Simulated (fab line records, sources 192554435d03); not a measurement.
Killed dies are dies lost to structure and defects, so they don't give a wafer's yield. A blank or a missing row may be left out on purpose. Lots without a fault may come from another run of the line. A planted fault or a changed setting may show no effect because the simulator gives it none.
fab line records | flow n5_finfet
record lots=24 wafers=72 last_day=20
route steps=1938 shown BEOL_M12@1652 BEOL_M13@1674
lots that met no fault: from a run of the same line without faults
start_h: hours from the record's first day to the start of the lot's first wafer shown | wait_h: hours since the lot's step before | " the same as in the row above | L1.1+2: a row that stands for several wafers | - no value, or no start given | * or withheld: withheld | < > ~ a bound
route shown NAME@n: a module of which the file shows steps, and the number in the route of the first | usual: mean/standard deviation of fault-free wafers | same: alike in all rows | chamber/n: place in a boat | sites: the reading at each site | _std_site: their standard deviation | _edge_site: outer sites' mean less inner sites' | radius_mm: how far each site lies from the wafer's centre | mask NAME#n: copy n | behind: the tool/chamber that last shaped the wafer | hold: why the lot was held/for how many hours/how that ended | device: the transistor (n, p or np) that didn't switch | end of line: the same wafers' tests at the end of the route | a step without rows: its recipe alone | killed: dies lost to structure and defects at the first sort, not the wafer's yield | map: a wafer's dies, x killed, . not, _ none there
set.NAME: the setting as run; set.NAME@STEP: as run at that earlier step | model.NAME: the simulator's own value behind a step, which no gauge read
steps of the route over a sample of lots; a table a step, a row a wafer
services: from which hour (start_h, from the record's first day; less than 0 if before it) a tool's chamber was out of use, for how many hours, and why
## steps
# step N5_BEOL_M12_ANNEAL_48
# recipe temp_c=225 time_s=90 ambient=N2
# usual wafer_temp_C_max=225.91/0.26
# columns lot.wafer tool chamber start_h wait_h wafer_temp_C_max
L075.3 rtp_anneal-01 0 302.75 0.2 225.96
L075.4 " 0 " " 226.42
L075.6 " 0 " " 225.59
L074.1 rtp_anneal-02 0 305.94 0.1 225.88
L074.5 " 0 " " 226.05
L074.6 " 0 " " 226.11
L076.1 rtp_anneal-01 0 310.12 0.1 225.65
L076.5 " 0 " " 226.26
L076.6 " 0 " " 226.15
L078.1 rtp_anneal-02 0 312.59 0.2 225.98
L078.2 " 0 " " 225.45
L078.4 " 0 " " 225.55
L077.2 rtp_anneal-01 0 326.77 0.2 225.95
L077.3 " 0 " " 225.58
L077.6 " 0 " " 225.65
L079.4 rtp_anneal-01 0 332.20 0.2 226.15
L079.5 " 0 " " 225.93
L079.6 " 0 " " 225.94
L081.2 rtp_anneal-02 0 350.65 0.1 225.45
L081.5 " 0 " " 225.66
L081.6 " 0 " " 225.66
L084.2 rtp_anneal-02 0 359.53 1.0 225.86
L084.3 " 0 " " 225.67
L084.6 " 0 " " 225.93
L082.4 rtp_anneal-01 0 365.12 0.2 226.47
L082.5 " 0 " " 226.22
L082.6 " 0 " " 226.36
L080.1 rtp_anneal-01 0 371.90 0.2 225.61
L080.5 " 0 " " 225.84
L080.6 " 0 " " 226.21
L083.1 rtp_anneal-01 0 372.17 0.1 226.26
L083.4 " 0 " " 226.33
L083.5 " 0 " " 226.17
L087.1 rtp_anneal-02 0 376.13 0.2 225.83
L087.2 " 0 " " 225.83
L087.3 " 0 " " 226.02
L085.1 rtp_anneal-01 0 391.49 0.1 226.00
L085.4 " 0 " " 225.89
L085.5 " 0 " " 225.96
L088.3 rtp_anneal-02 0 396.79 0.2 225.54
L088.4 " 0 " " 225.46
L088.5 " 0 " " 225.71
L090.1 rtp_anneal-01 0 411.00 0.1 225.90
L090.4 " 0 " " 226.06
L090.5 " 0 " " 225.83
L089.3 rtp_anneal-02 0 411.07 0.2 225.91
L089.5 " 0 " " 226.05
L089.6 " 0 " " 225.85
L091.2 rtp_anneal-02 0 413.88 0.2 225.98
L091.3 " 0 " " 225.34
L091.4 " 0 " " 225.74
L093.1 rtp_anneal-02 0 415.10 0.1 225.88
L093.3 " 0 " " 225.86
L093.4 " 0 " " 225.89
L095.1 rtp_anneal-02 0 419.83 0.1 225.66
L095.4 " 0 " " 226.07
L095.6 " 0 " " 225.89
L086.3 rtp_anneal-01 0 420.56 0.3 226.06
L086.4 " 0 " " 226.05
L086.5 " 0 " " 225.77
L094.1 rtp_anneal-02 0 431.79 0.1 225.74
L094.4 " 0 " " 225.66
L094.6 " 0 " " 225.84
L092.2 rtp_anneal-02 0 432.96 0.1 225.51
L092.5 " 0 " " 225.74
L092.6 " 0 " " 225.57
L097.3 rtp_anneal-01 0 438.61 0.2 225.75
L097.4 " 0 " " 225.82
L097.6 " 0 " " 226.04
L096.3 rtp_anneal-02 0 440.12 0.6 225.96
L096.4 " 0 " " 225.86
L096.5 " 0 " " 225.97
# step N5_BEOL_M12_CMP_49
# recipe stop_on=SiOC t_overpolish_s=20.6 down_force_psi=1 platen_rpm=50 clearing_platen_down_force_psi=1.5 clearing_platen_rpm=50 post_cmp_clean=cu_alkaline target_thk_nm=320 clearing_platen_pad_velocity_m_s=0.99484 pad_velocity_m_s=0.99484
# usual barrier_field_endpoint_s=30.0/0.63 clearing_platen_down_force_psi=1.4999/0.0028 motor_current_A=6.0/0.7 overpolish_run_s=20.599/0.01
# columns lot.wafer tool chamber start_h wait_h barrier_field_endpoint_s clearing_platen_down_force_psi motor_current_A overpolish_run_s
L075.3 cmp-02 3 303.00 0.2 30.0 1.4979 4.9 20.600
L075.4 " 1 " " 29.8 1.4996 5.0 20.591
L075.6 " 3 " " 30.0 1.4979 5.1 20.578
L074.1 cmp-02 2 306.24 0.3 30.3 1.5013 6.3 20.617
L074.5 " 2 " " 30.7 1.4954 6.3 20.594
L074.6 " 3 " " 28.1 1.5012 4.9 20.595
L076.1 cmp-02 0 310.42 0.3 29.7 1.4975 6.1 20.609
L076.6 " 0 " " 30.5 1.4950 6.2 20.604
L076.5 " 1 " " 29.2 1.5033 4.9 20.615
L078.2 cmp-02 3 313.17 0.4 28.9 1.4998 4.9 20.584
L078.4 " 1 " " 29.0 1.4987 5.1 20.614
L078.1 " 2 " " 29.2 1.4974 5.8 20.630
L077.2 cmp-02 3 327.02 0.2 29.8 1.5007 5.1 20.589
L077.3 " 0 " " 30.4 1.4979 6.2 20.587
L077.6 " 3 " " 29.4 1.5007 4.9 20.590
L079.4 cmp-03 3 332.36 0.1 29.7 1.5031 7.1 20.587
L079.5 " 3 " " 29.5 1.5019 7.4 20.608
L079.6 " 0 " " 29.5 1.5031 6.1 20.602
L081.2 cmp-03 3 351.03 0.3 29.2 1.4970 7.2 20.592
L081.5 " 0 " " 29.4 1.4985 6.3 20.622
L081.6 " 1 " " 30.4 1.4973 5.8 20.612
L084.3 cmp-02 0 360.37 0.7 29.6 1.5012 5.9 20.597
L084.2 " 3 " " 28.6 1.5023 5.2 20.616
L084.6 " 0 " " 30.2 1.4973 6.3 20.602
L082.4 cmp-01 1 365.28 0.1 29.7 1.5018 6.7 20.611
L082.6 " 1 " " 29.9 1.5027 6.6 20.594
L082.5 " 2 " " 30.2 1.5005 6.6 20.599
L080.1 cmp-02 3 372.31 0.4 29.3 1.4992 5.1 20.596
L080.6 " 0 " " 29.8 1.4972 5.9 20.590
L080.5 " 1 " " 29.9 1.4985 5.1 20.604
L083.1 cmp-02 1 372.51 0.3 30.3 1.4976 5.1 20.590
L083.4 " 3 " " 29.6 1.4958 5.1 20.619
L083.5 " 0 " " 30.3 1.5032 6.2 20.609
L087.1 cmp-03 2 376.42 0.3 30.4 1.4992 7.0 20.597
L087.2 " 3 " " 29.2 1.5000 6.9 20.600
L087.3 " 0 " " 30.2 1.5011 5.8 20.613
L085.4 cmp-02 3 391.82 0.2 28.5 1.5012 4.9 20.603
L085.1 " 0 " " 30.4 1.4976 6.1 20.592
L085.5 " 3 " " 29.2 1.4985 4.9 20.599
L088.4 cmp-02 1 397.00 0.1 29.8 1.4972 5.1 20.601
L088.3 " 2 " " 30.4 1.5036 5.9 20.592
L088.5 " 1 " " 29.1 1.5027 5.0 20.601
L089.3 cmp-02 0 411.28 0.2 30.1 1.4975 6.0 20.601
L089.5 " 0 " " 29.9 1.4932 6.1 20.598
L089.6 " 1 " " 30.1 1.4959 5.2 20.594
L090.1 cmp-03 1 411.30 0.3 30.5 1.4980 5.3 20.596
L090.4 " 3 " " 31.0 1.5033 6.7 20.608
L090.5 " 2 " " 30.3 1.5008 7.2 20.596
L091.2 cmp-02 1 414.14 0.2 28.7 1.5012 5.1 20.591
L091.4 " 3 " " 29.3 1.5028 4.8 20.591
L091.3 " 0 " " 29.7 1.4963 6.1 20.581
L093.4 cmp-01 1 415.41 0.1 29.7 1.4982 6.6 20.600
L093.1 " 2 " " 30.6 1.5016 6.0 20.596
L093.3 " 3 " " 30.3 1.4995 5.9 20.598
L095.4 cmp-01 0 420.13 0.1 31.6 1.5001 6.8 20.587
L095.1 " 3 " " 31.4 1.4999 5.7 20.603
L095.6 " 1 " " 30.0 1.5005 6.6 20.598
L086.3 cmp-01 0 420.81 0.2 29.6 1.4954 6.9 20.622
L086.4 " 1 " " 29.6 1.5031 7.0 20.605
L086.5 " 3 " " 29.7 1.5023 5.9 20.600
L094.1 cmp-03 0 432.09 0.3 31.5 1.5022 6.0 20.600
L094.4 " 3 " " 30.7 1.5022 7.4 20.608
L094.6 " 0 " " 30.8 1.4994 6.2 20.588
L092.2 cmp-02 2 433.25 0.2 30.3 1.5041 6.2 20.602
L092.6 " 1 " " 29.3 1.4940 5.0 20.596
L092.5 " 2 " " 30.4 1.4997 6.2 20.581
L097.3 cmp-03 2 438.82 0.2 29.7 1.5015 6.4 20.599
L097.4 " 3 " " 29.9 1.5038 7.0 20.613
L097.6 " 3 " " 30.3 1.5053 7.3 20.584
L096.3 cmp-03 2 440.37 0.2 29.2 1.4976 6.4 20.607
L096.4 " 0 " " 30.1 1.5032 5.9 20.612
L096.5 " 2 " " 30.4 1.5009 7.1 20.603
# step N5_BEOL_M12_THK_MEAS_50
# recipe thk_meas_gauge=xrf reads=Cu_of_BEOL_M12_ECD_47
# usual M12_THK=315/4.8
# columns lot.wafer tool chamber start_h wait_h M12_THK[nm]
L075.3 film_metro-02 - 303.26 - 315
L075.4 " - " " 308
L075.6 " - " " 313
L074.1 film_metro-01 - 306.53 - 320
L074.5 " - " " 320
L074.6 " - " " 314
L076.1 film_metro-01 - 310.71 - 312
L076.5 " - " " 312
L076.6 " - " " 318
L078.1 film_metro-01 - 313.46 - 309
L078.2 " - " " 317
L078.4 " - " " 317
L077.2 film_metro-02 - 327.32 - 319
L077.3 " - " " 314
L077.6 " - " " 313
L079.4 film_metro-02 - 332.66 - 304
L079.5 " - " " 311
L079.6 " - " " 315
L081.2 film_metro-02 - 351.21 - 314
L081.5 " - " " 312
L081.6 " - " " 315
L084.2 film_metro-02 - 360.66 - 318
L084.3 " - " " 315
L084.6 " - " " 313
L082.4 film_metro-01 - 365.58 - 318
L082.5 " - " " 316
L082.6 " - " " 316
L080.1 film_metro-02 - 372.49 - 314
L080.5 " - " " 314
L080.6 " - " " 310
L083.1 film_metro-01 - 372.77 - 311
L083.4 " - " " 315
L083.5 " - " " 319
L087.1 film_metro-01 - 376.72 - 313
L087.2 " - " " 328
L087.3 " - " " 315
L085.1 film_metro-01 - 392.08 - 311
L085.4 " - " " 312
L085.5 " - " " 307
L088.3 film_metro-02 - 397.30 - 314
L088.4 " - " " 303
L088.5 " - " " 310
L089.3 film_metro-02 - 411.58 - 311
L089.5 " - " " 319
L089.6 " - " " 309
L090.1 film_metro-02 - 411.59 - 316
L090.4 " - " " 331
L090.5 " - " " 315
L091.2 film_metro-02 - 414.43 - 316
L091.3 " - " " 317
L091.4 " - " " 315
L093.1 film_metro-02 - 415.71 - 311
L093.3 " - " " 312
L093.4 " - " " 305
L095.1 film_metro-02 - 420.42 - 312
L095.4 " - " " 314
L095.6 " - " " 308
L086.3 film_metro-02 - 421.07 - 318
L086.4 " - " " 311
L086.5 " - " " 316
L094.1 film_metro-02 - 432.38 - 322
L094.4 " - " " 313
L094.6 " - " " 323
L092.2 film_metro-02 - 433.51 - 324
L092.5 " - " " 326
L092.6 " - " " 317
L097.3 film_metro-02 - 439.12 - 324
L097.4 " - " " 315
L097.6 " - " " 326
L096.3 film_metro-02 - 440.63 - 326
L096.4 " - " " 309
L096.5 " - " " 310
# step N5_BEOL_M13_VIA_ETCH_16
# recipe chemistry=C4F8/O2/Ar target=SiOC pressure_mtorr=30 source_w=3000 bias_w=700 Ar_flow_sccm=400 C4F8_flow_sccm=15 O2_flow_sccm=8 he_inner_torr=15 he_outer_torr=30 target_depth_a=9217 time_s=withheld ion_energy_ev=250 ends=cleared
# usual drypump_motor_current_A=5.9/0.36 oes_product_au=0.72/0.059 rf_vpp_V=664/3.8 showerhead_plenum_p_Torr=3.36/0.12 throttle_valve_pct=24.09/0.22
# columns lot.wafer tool chamber start_h wait_h drypump_motor_current_A oes_product_au rf_vpp_V showerhead_plenum_p_Torr throttle_valve_pct
L075.3 rie_diel-04 1 304.25 0.0 6.3 0.81 668 3.44 24.19
L075.4 " 2 " " 5.9 0.76 663 3.31 24.08
L075.6 " 1 " " 6.4 0.80 668 3.44 24.17
L074.1 rie_diel-06 2 307.70 0.0 5.2 0.80 666 3.48 23.85
L074.5 " 3 " " 6.3 0.67 658 3.18 24.05
L074.6 " 0 " " 5.9 0.75 662 3.35 23.69
L076.1 rie_diel-04 2 311.73 0.0 5.9 0.75 663 3.31 24.05
L076.5 " 3 " " 5.2 0.74 666 3.44 24.02
L076.6 " 0 " " 5.7 0.63 666 3.41 24.25
L078.1 rie_diel-01 1 314.47 0.0 6.1 0.68 663 3.28 24.14
L078.2 " 2 " " 6.0 0.79 667 3.48 23.81
L078.4 " 0 " " 6.1 0.69 658 3.14 24.31
L077.2 rie_diel-04 1 328.19 0.0 6.3 0.80 667 3.44 24.19
L077.3 " 3 " " 5.3 0.74 667 3.44 24.04
L077.6 " 1 " " 6.4 0.79 667 3.44 24.16
L079.4 rie_diel-01 1 333.50 0.0 6.1 0.67 664 3.28 24.15
L079.5 " 1 " " 6.1 0.68 662 3.28 24.16
L079.6 " 2 " " 6.1 0.78 667 3.47 23.83
L081.2 rie_diel-04 0 352.18 0.0 5.7 0.63 665 3.41 24.24
L081.5 " 2 " " 5.9 0.75 662 3.30 24.08
L081.6 " 3 " " 5.2 0.74 666 3.43 24.06
L084.2 rie_diel-01 1 361.60 0.0 6.1 0.67 662 3.28 24.17
L084.3 " 0 " " 6.1 0.67 659 3.14 24.35
L084.6 " 1 " " 6.2 0.66 661 3.27 24.17
L082.4 rie_diel-06 1 366.39 0.0 5.7 0.83 665 3.47 23.83
L082.5 " 2 " " 5.2 0.79 666 3.47 23.87
L082.6 " 3 " " 6.3 0.66 657 3.17 24.06
L080.1 rie_diel-06 2 373.40 0.0 5.2 0.79 668 3.47 23.88
L080.5 " 0 " " 5.9 0.74 663 3.34 23.73
L080.6 " 3 " " 6.3 0.66 657 3.17 24.09
L083.1 rie_diel-01 3 373.58 0.0 6.3 0.66 667 3.54 24.52
L083.4 " 0 " " 6.1 0.68 658 3.14 24.32
L083.5 " 1 " " 6.2 0.66 661 3.27 24.18
L087.1 rie_diel-04 0 377.76 0.0 5.7 0.63 664 3.41 24.26
L087.2 " 1 " " 6.3 0.78 666 3.43 24.20
L087.3 " 2 " " 5.9 0.75 662 3.30 24.08
L085.1 rie_diel-04 0 393.08 0.0 5.7 0.63 665 3.40 24.28
L085.4 " 3 " " 5.3 0.72 666 3.43 24.07
L085.5 " 2 " " 5.9 0.73 664 3.30 24.10
L088.3 rie_diel-04 3 398.26 0.0 5.2 0.72 666 3.43 24.07
L088.4 " 2 " " 5.9 0.73 663 3.30 24.09
L088.5 " 1 " " 6.3 0.77 667 3.43 24.20
L089.3 rie_diel-01 2 412.40 0.0 6.1 0.75 668 3.46 23.87
L089.5 " 3 " " 6.3 0.65 669 3.53 24.54
L089.6 " 0 " " 6.0 0.66 658 3.13 24.35
L090.1 rie_diel-06 0 412.55 0.0 5.9 0.72 661 3.33 23.75
L090.4 " 2 " " 5.2 0.76 668 3.46 23.88
L090.5 " 2 " " 5.2 0.77 667 3.46 23.88
L091.2 rie_diel-06 1 415.29 0.0 5.7 0.81 667 3.47 23.85
L091.3 " 0 " " 5.9 0.71 662 3.33 23.75
L091.4 " 3 " " 6.3 0.66 657 3.16 24.10
L093.1 rie_diel-06 2 416.61 0.0 5.2 0.76 666 3.46 23.89
L093.3 " 1 " " 5.7 0.80 667 3.47 23.86
L093.4 " 0 " " 5.9 0.72 663 3.33 23.75
L095.1 rie_diel-04 0 421.25 0.0 5.7 0.62 664 3.40 24.27
L095.4 " 1 " " 6.4 0.77 667 3.42 24.21
L095.6 " 1 " " 6.3 0.76 667 3.42 24.21
L086.3 rie_diel-06 1 422.01 0.0 5.8 0.81 666 3.47 23.85
L086.4 " 3 " " 6.3 0.66 657 3.16 24.11
L086.5 " 1 " " 5.7 0.81 667 3.47 23.85
L094.1 rie_diel-06 1 433.35 0.0 5.7 0.80 668 3.46 23.84
L094.4 " 0 " " 5.9 0.71 662 3.33 23.77
L094.6 " 3 " " 6.3 0.65 657 3.16 24.13
L092.2 rie_diel-01 3 434.45 0.0 6.3 0.65 668 3.53 24.58
L092.5 " 1 " " 6.1 0.66 662 3.26 24.20
L092.6 " 0 " " 6.1 0.66 656 3.12 24.38
L097.3 rie_diel-01 1 440.06 0.0 6.1 0.65 662 3.26 24.20
L097.4 " 0 " " 6.0 0.65 657 3.12 24.35
L097.6 " 0 " " 6.0 0.66 656 3.12 24.38
L096.3 rie_diel-01 3 441.45 0.0 6.4 0.65 668 3.53 24.55
L096.4 " 2 " " 6.1 0.73 665 3.46 23.86
L096.5 " 0 " " 6.1 0.66 657 3.12 24.36
# step N5_BEOL_M13_DESCUM_33
# recipe chemistry=O2 time_s=7.9 source_power_w=50 bias_power_w=20 pressure_mtorr=20 rf_frequency_hz=2.712e+07 temp_c=40 o2_flow_sccm=225
# usual drypump_motor_current_A=5.9/0.37 oes_product_au=0.81/0.072 rf_vpp_V=242.6/1.4 showerhead_plenum_p_Torr=2.07/0.076 throttle_valve_pct=20.30/0.28
# columns lot.wafer tool chamber start_h wait_h drypump_motor_current_A oes_product_au rf_hours_counter_h rf_vpp_V showerhead_plenum_p_Torr throttle_valve_pct
L075.3 rie_diel-04 2 305.17 0.1 5.9 0.83 62 242.8 2.05 20.50
L075.4 " 1 " " 6.4 0.90 30 243.8 2.15 20.68
L075.6 " 3 " " 5.2 0.85 - 244.7 2.13 20.39
L074.1 rie_diel-06 3 308.63 0.0 6.3 0.75 159 241.7 1.93 20.25
L074.5 " 1 " " 5.7 0.98 - 243.4 2.13 20.02
L074.6 " 2 " " 5.2 0.90 - 243.7 2.14 20.20
L076.1 rie_diel-04 2 312.59 0.0 5.9 0.84 64 241.1 2.05 20.50
L076.5 " 1 " " 6.3 0.89 - 243.7 2.15 20.69
L076.6 " 2 " " 5.9 0.84 - 241.8 2.05 20.50
L078.1 rie_diel-06 3 315.63 0.3 6.3 0.76 162 240.5 1.93 20.25
L078.2 " 1 " " 5.7 0.97 11 244.8 2.13 20.05
L078.4 " 2 " " 5.2 0.90 26 243.1 2.14 20.20
L077.2 rie_diel-06 1 329.05 0.0 5.7 0.96 16 244.1 2.13 20.07
L077.3 " 2 " " 5.2 0.89 29 243.7 2.14 20.22
L077.6 " 2 " " 5.2 0.89 - 244.4 2.14 20.20
L079.4 rie_diel-06 0 334.37 0.0 5.9 0.82 65 242.4 2.03 19.87
L079.5 " 0 " " 5.9 0.83 - 242.1 2.03 19.87
L079.6 " 1 " " 5.7 0.96 - 242.6 2.13 20.05
L081.2 rie_diel-04 0 353.14 0.1 5.7 0.69 203 244.4 2.08 20.46
L081.5 " 2 " " 5.9 0.81 - 242.5 2.05 20.52
L081.6 " 3 " " 5.2 0.81 - 242.8 2.13 20.42
L084.2 rie_diel-06 1 362.47 0.0 5.7 0.93 24 242.9 2.13 20.07
L084.3 " 2 " " 5.2 0.88 38 243.8 2.14 20.22
L084.6 " 1 " " 5.7 0.94 - 242.8 2.13 20.05
L082.4 rie_diel-06 1 368.15 0.8 5.7 0.93 26 244.4 2.13 20.05
L082.5 " 0 " " 5.9 0.81 - 240.3 2.03 19.88
L082.6 " 3 " " 6.3 0.74 - 240.3 1.92 20.28
L080.1 rie_diel-01 0 374.26 0.0 6.1 0.75 159 240.7 1.93 20.74
L080.5 " 2 " " 6.1 0.85 - 241.7 2.11 19.90
L080.6 " 3 " " 6.3 0.74 - 243.6 2.17 20.76
L083.1 rie_diel-06 0 374.57 0.0 5.9 0.81 76 242.3 2.03 19.87
L083.4 " 2 " " 5.2 0.87 41 242.5 2.14 20.23
L083.5 " 0 " " 5.9 0.80 - 242.2 2.03 19.87
L087.1 rie_diel-04 2 378.78 0.0 5.9 0.81 84 242.9 2.05 20.54
L087.2 " 3 " " 5.2 0.80 96 242.4 2.12 20.44
L087.3 " 0 " " 5.7 0.70 210 243.9 2.08 20.50
L085.1 rie_diel-01 2 394.22 0.2 6.1 0.85 63 243.6 2.11 19.92
L085.4 " 1 " " 6.1 0.74 173 240.7 2.00 20.48
L085.5 " 2 " " 6.1 0.84 - 243.2 2.11 19.92
L088.3 rie_diel-04 0 399.13 0.0 5.7 0.70 216 243.9 2.08 20.49
L088.4 " 3 " " 5.2 0.81 102 243.7 2.12 20.44
L088.5 " 2 " " 5.9 0.81 - 243.7 2.05 20.55
L089.3 rie_diel-04 0 413.26 0.0 5.7 0.69 219 243.1 2.08 20.50
L089.5 " 1 " " 6.3 0.85 - 243.4 2.14 20.74
L089.6 " 0 " " 5.7 0.69 - 242.5 2.08 20.51
L090.1 rie_diel-06 0 413.78 0.3 5.9 0.79 88 240.7 2.03 19.90
L090.4 " 2 " " 5.2 0.86 53 243.4 2.13 20.25
L090.5 " 0 " " 5.9 0.79 - 240.6 2.03 19.89
L091.2 rie_diel-04 0 416.18 0.0 5.7 0.69 221 243.0 2.08 20.51
L091.3 " 1 " " 6.4 0.85 63 242.9 2.14 20.74
L091.4 " 3 " " 5.2 0.79 107 243.0 2.12 20.45
L093.1 rie_diel-01 2 417.60 0.0 6.1 0.83 70 243.4 2.10 19.93
L093.3 " 1 " " 6.1 0.73 181 240.1 2.00 20.51
L093.4 " 1 " " 6.1 0.73 - 241.6 2.00 20.51
L095.1 rie_diel-06 1 422.23 0.0 5.7 0.91 42 244.6 2.12 20.09
L095.4 " 0 " " 5.9 0.79 90 242.7 2.02 19.89
L095.6 " 1 " " 5.7 0.90 - 244.0 2.12 20.08
L086.3 rie_diel-06 1 423.00 0.0 5.7 0.91 43 243.7 2.12 20.08
L086.4 " 3 " " 6.4 0.73 194 242.4 1.92 20.31
L086.5 " 2 " " 5.3 0.86 - 242.8 2.13 20.25
L094.1 rie_diel-06 0 434.22 0.0 5.9 0.78 95 242.4 2.02 19.90
L094.4 " 3 " " 6.3 0.72 198 240.9 1.91 20.32
L094.6 " 1 " " 5.7 0.90 - 243.4 2.12 20.09
L092.2 rie_diel-01 1 435.44 0.0 6.1 0.72 188 241.8 2.00 20.52
L092.5 " 3 " " 6.4 0.73 - 245.0 2.16 20.77
L092.6 " 2 " " 6.0 0.82 - 243.0 2.10 19.93
L097.3 rie_diel-04 0 441.04 0.0 5.7 0.68 229 240.5 2.07 20.53
L097.4 " 3 " " 5.2 0.79 115 243.4 2.12 20.47
L097.6 " 3 " " 5.2 0.79 - 241.4 2.12 20.46
L096.3 rie_diel-06 3 442.34 0.0 6.3 0.73 201 238.8 1.91 20.33
L096.4 " 1 " " 5.7 0.89 49 244.3 2.12 20.08
L096.5 " 1 " " 5.7 0.89 - 243.9 2.12 20.09
# step N5_BEOL_M13_SPUTTER_45
# recipe material=Cu target_thk_a=800 temp_c=-20 bias_v=60 power_w=26000 chamber_pressure_pa=0.13 time_s=13.33
# usual cathode_dc_power_W=26000/4.3 throttle_valve_pct=29.9/0.85
# columns lot.wafer tool chamber start_h wait_h cathode_dc_power_W throttle_valve_pct
L075.3 pvd_sputter-01 - 307.05 0.0 25999 28.5
L075.4 " - " " 25997 29.7
L075.6 " - " " 25999 28.6
L074.1 pvd_sputter-01 - 314.85 0.0 26004 29.5
L074.5 " - " " 25995 29.6
L074.6 " - " " 26001 28.8
L076.1 pvd_sputter-02 - 316.71 0.0 26008 29.2
L076.5 " - " " 26000 28.9
L076.6 " - " " 25991 29.4
L078.1 pvd_sputter-03 - 318.68 0.0 25999 30.5
L078.2 " - " " 25999 29.9
L078.4 " - " " 26001 30.7
L077.2 pvd_sputter-02 - 334.23 0.0 26001 29.0
L077.3 " - " " 25996 30.5
L077.6 " - " " 26005 30.2
L079.4 pvd_sputter-02 - 337.35 0.0 26000 30.4
L079.5 " - " " 26001 29.2
L079.6 " - " " 25995 29.4
L081.2 pvd_sputter-01 - 357.45 0.0 26000 28.9
L081.5 " - " " 26003 31.5
L081.6 " - " " 26002 28.8
L084.2 pvd_sputter-03 - 365.16 0.0 25998 30.5
L084.3 " - " " 25996 30.1
L084.6 " - " " 25994 29.9
L082.4 pvd_sputter-02 - 371.25 0.0 25999 29.2
L082.5 " - " " 25995 29.3
L082.6 " - " " 26003 29.0
L080.1 pvd_sputter-03 - 376.50 0.0 25999 30.0
L080.5 " - " " 25996 30.6
L080.6 " - " " 26001 28.6
L083.1 pvd_sputter-02 - 382.76 0.0 26000 30.3
L083.4 " - " " 26003 29.4
L083.5 " - " " 26002 29.6
L087.1 pvd_sputter-01 - 386.07 0.0 26004 29.7
L087.2 " - " " 26008 28.7
L087.3 " - " " 26002 31.2
L085.1 pvd_sputter-03 - 396.51 0.0 25991 28.6
L085.4 " - " " 25998 30.7
L085.5 " - " " 26001 30.5
L088.3 pvd_sputter-01 - 400.87 0.0 25989 29.2
L088.4 " - " " 26009 31.2
L088.5 " - " " 25996 28.7
L089.3 pvd_sputter-03 - 415.68 0.0 26003 30.3
L089.5 " - " " 25998 30.7
L089.6 " - " " 25997 28.4
L090.1 pvd_sputter-02 - 416.27 0.0 25997 30.4
L090.4 " - " " 26005 29.5
L090.5 " - " " 25991 30.4
L091.2 pvd_sputter-02 - 418.71 0.0 25997 28.9
L091.3 " - " " 26001 30.3
L091.4 " - " " 25998 30.7
L093.1 pvd_sputter-03 - 419.06 0.0 26003 30.1
L093.3 " - " " 26000 30.9
L093.4 " - " " 25994 30.5
L095.1 pvd_sputter-02 - 425.39 0.0 25999 29.3
L095.4 " - " " 26003 30.7
L095.6 " - " " 25996 29.2
L086.3 pvd_sputter-01 - 427.35 0.0 25996 29.9
L086.4 " - " " 25990 28.8
L086.5 " - " " 26002 31.2
L094.1 pvd_sputter-03 - 440.06 0.0 25999 30.7
L094.4 " - " " 26003 30.4
L094.6 " - " " 26003 30.0
L092.2 pvd_sputter-02 - 445.69 0.0 25993 29.1
L092.5 " - " " 25998 28.9
L092.6 " - " " 25993 29.2
L097.3 pvd_sputter-03 - 451.93 0.0 25997 30.1
L097.4 " - " " 25995 28.8
L097.6 " - " " 26004 30.7
L096.3 pvd_sputter-03 - 452.61 0.0 25996 30.0
L096.4 " - " " 26005 30.7
L096.5 " - " " 26001 30.6
## services
# columns tool chamber start_h hours kind
cmp-01 - 294.99 0.6 repair
rtp_anneal-02 - 319.54 5.6 pm
cmp-03 - 320.48 1.0 repair
cmp-02 - 321.19 1.3 repair
cmp-03 - 322.41 1.3 repair
pvd_sputter-02 - 325.03 0.5 repair
rie_diel-04 0 327.20 4.9 repair
cmp-01 - 345.12 1.3 repair
pvd_sputter-02 - 345.96 8.9 repair
cmp-01 - 359.73 4.0 pm
cmp-02 - 376.84 10.6 pm
pvd_sputter-03 - 388.30 6.5 repair
cmp-02 - 393.21 0.8 repair
cmp-02 - 394.50 2.5 repair
cmp-03 - 405.96 4.0 pm
cmp-03 - 409.96 - consumable_replace:conditioner
cmp-03 - 409.96 - consumable_replace:pad
rie_diel-01 3 415.83 13.0 repair
rie_diel-01 2 421.82 7.1 repair
pvd_sputter-03 - 424.16 2.9 repair
rtp_anneal-01 - 434.25 0.5 repair
pvd_sputter-03 - 442.26 2.5 repair
pvd_sputter-01 - 444.36 2.9 repair
cmp-03 - 449.36 1.9 repair
## key
fault none
